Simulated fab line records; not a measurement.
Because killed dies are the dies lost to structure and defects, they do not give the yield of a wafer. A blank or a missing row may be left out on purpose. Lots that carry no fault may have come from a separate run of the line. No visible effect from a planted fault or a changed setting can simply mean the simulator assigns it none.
Matching of chambers || flow n5 finfet || N5_GATE_CUT_CMP_02 on cmp-03: 4 sister chambers
The step polishes, stops on SiO2, t overpolish 12.7 s, target thk 0 nm. 20 wafers are shown with their chamber, then 10 later ones without.

## WAFERS, EACH WITH ITS CHAMBER
{"wafer": "L075.1", "chamber": 1, "motor current A (A)": 8.7, "head pressure psi (psi)": 2.502, "time to endpoint s (s)": 26.9}
{"wafer": "L075.4", "chamber": 2, "motor current A (A)": 8.6, "head pressure psi (psi)": 2.507, "time to endpoint s (s)": 27.9}
{"wafer": "L075.5", "chamber": 1, "motor current A (A)": 9.7, "head pressure psi (psi)": 2.510, "time to endpoint s (s)": 26.5}
{"wafer": "L078.1", "chamber": 1, "motor current A (A)": 9.1, "head pressure psi (psi)": 2.502, "time to endpoint s (s)": 26.5}
{"wafer": "L078.3", "chamber": 3, "motor current A (A)": 8.7, "head pressure psi (psi)": 2.500, "time to endpoint s (s)": 26.5}
{"wafer": "L078.5", "chamber": 3, "motor current A (A)": 8.7, "head pressure psi (psi)": 2.496, "time to endpoint s (s)": 28.4}
{"wafer": "L084.1", "chamber": 3, "motor current A (A)": 8.9, "head pressure psi (psi)": 2.502, "time to endpoint s (s)": 32.6}
{"wafer": "L084.2", "chamber": 2, "motor current A (A)": 9.2, "head pressure psi (psi)": 2.514, "time to endpoint s (s)": 31.7}
{"wafer": "L084.3", "chamber": 1, "motor current A (A)": 9.3, "head pressure psi (psi)": 2.505, "time to endpoint s (s)": 30.7}
{"wafer": "L086.2", "chamber": 0, "motor current A (A)": 8.4, "head pressure psi (psi)": 2.497, "time to endpoint s (s)": 26.2}
{"wafer": "L086.3", "chamber": 2, "motor current A (A)": 8.7, "head pressure psi (psi)": 2.506, "time to endpoint s (s)": 25.7}
{"wafer": "L086.5", "chamber": 2, "motor current A (A)": 9.1, "head pressure psi (psi)": 2.503, "time to endpoint s (s)": 27.5}
{"wafer": "L088.1", "chamber": 2, "motor current A (A)": 9.2, "head pressure psi (psi)": 2.498, "time to endpoint s (s)": 27.0}
{"wafer": "L088.3", "chamber": 3, "motor current A (A)": 9.1, "head pressure psi (psi)": 2.498, "time to endpoint s (s)": 29.2}
{"wafer": "L088.4", "chamber": 1, "motor current A (A)": 9.2, "head pressure psi (psi)": 2.494, "time to endpoint s (s)": 27.4}
{"wafer": "L089.3", "chamber": 0, "motor current A (A)": 8.2, "head pressure psi (psi)": 2.501, "time to endpoint s (s)": 27.8}
{"wafer": "L089.5", "chamber": 3, "motor current A (A)": 9.0, "head pressure psi (psi)": 2.503, "time to endpoint s (s)": 25.5}
{"wafer": "L089.6", "chamber": 2, "motor current A (A)": 8.8, "head pressure psi (psi)": 2.489, "time to endpoint s (s)": 27.8}
{"wafer": "L090.2", "chamber": 2, "motor current A (A)": 8.8, "head pressure psi (psi)": 2.510, "time to endpoint s (s)": 28.2}
{"wafer": "L090.5", "chamber": 3, "motor current A (A)": 9.0, "head pressure psi (psi)": 2.500, "time to endpoint s (s)": 28.8}

SIGNATURES, as means of the wafers listed above
{"reading": "motor current A", "chamber 0": 8.300, "chamber 1": 9.200, "chamber 2": 8.914, "chamber 3": 8.900, "scatter within a chamber": 0.256}
{"reading": "head pressure psi", "chamber 0": 2.49900, "chamber 1": 2.50260, "chamber 2": 2.50386, "chamber 3": 2.49983, "scatter within a chamber": 0.00606}
{"reading": "time to endpoint s", "chamber 0": 27.000, "chamber 1": 27.600, "chamber 2": 27.971, "chamber 3": 28.500, "scatter within a chamber": 2.01}
Rule: for a wafer and a chamber, the distance is found by dividing, reading by reading, the gap between the wafer's reading and the chamber's mean by the reading's scatter, squaring, summing and taking the root. If the next closest chamber is less than 2 further off than the closest, the wafer can't be placed; otherwise it belongs to the closest. The scatter is the square root of a quotient: the sum, over the shown wafers, of each reading's squared deviation from its chamber's mean, divided by wafers minus chambers.

## WAFERS WITH NO CHAMBER GIVEN
{"wafer": "L090.6", "motor current A (A)": 8.3, "head pressure psi (psi)": 2.505, "time to endpoint s (s)": 29.3}
{"wafer": "L091.2", "motor current A (A)": 8.7, "head pressure psi (psi)": 2.502, "time to endpoint s (s)": 26.5}
{"wafer": "L091.5", "motor current A (A)": 8.6, "head pressure psi (psi)": 2.503, "time to endpoint s (s)": 30.7}
{"wafer": "L091.6", "motor current A (A)": 9.2, "head pressure psi (psi)": 2.508, "time to endpoint s (s)": 30.0}
{"wafer": "L092.1", "motor current A (A)": 9.5, "head pressure psi (psi)": 2.512, "time to endpoint s (s)": 26.7}
{"wafer": "L092.4", "motor current A (A)": 8.7, "head pressure psi (psi)": 2.497, "time to endpoint s (s)": 28.0}
{"wafer": "L092.6", "motor current A (A)": 8.8, "head pressure psi (psi)": 2.492, "time to endpoint s (s)": 29.0}
{"wafer": "L094.1", "motor current A (A)": 8.5, "head pressure psi (psi)": 2.501, "time to endpoint s (s)": 29.0}
{"wafer": "L094.2", "motor current A (A)": 8.7, "head pressure psi (psi)": 2.505, "time to endpoint s (s)": 28.3}
{"wafer": "L094.6", "motor current A (A)": 8.9, "head pressure psi (psi)": 2.509, "time to endpoint s (s)": 27.0}

## CHAMBER TAKEN BY EACH
{"wafer": "L090.6", "from the rows above": "can't be placed: 0 or 2 or 3", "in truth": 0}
{"wafer": "L091.2", "from the rows above": "can't be placed: 2 or 3 or 0 or 1", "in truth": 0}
{"wafer": "L091.5", "from the rows above": "can't be placed: 3 or 2 or 0 or 1", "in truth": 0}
{"wafer": "L091.6", "from the rows above": "can't be placed: 1 or 2 or 3", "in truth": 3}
{"wafer": "L092.1", "from the rows above": "can't be placed: 1 or 2 or 3", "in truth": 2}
{"wafer": "L092.4", "from the rows above": "can't be placed: 3 or 2 or 0 or 1", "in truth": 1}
{"wafer": "L092.6", "from the rows above": "can't be placed: 3 or 2 or 1 or 0", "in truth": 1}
{"wafer": "L094.1", "from the rows above": "can't be placed: 0 or 3 or 2 or 1", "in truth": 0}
{"wafer": "L094.2", "from the rows above": "can't be placed: 2 or 3 or 0 or 1", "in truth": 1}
{"wafer": "L094.6", "from the rows above": "can't be placed: 2 or 1 or 3 or 0", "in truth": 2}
Placed correctly: 0 of 10. These rows do not allow placing 10 (true chamber among the candidates in 10). Placed wrongly: 0.
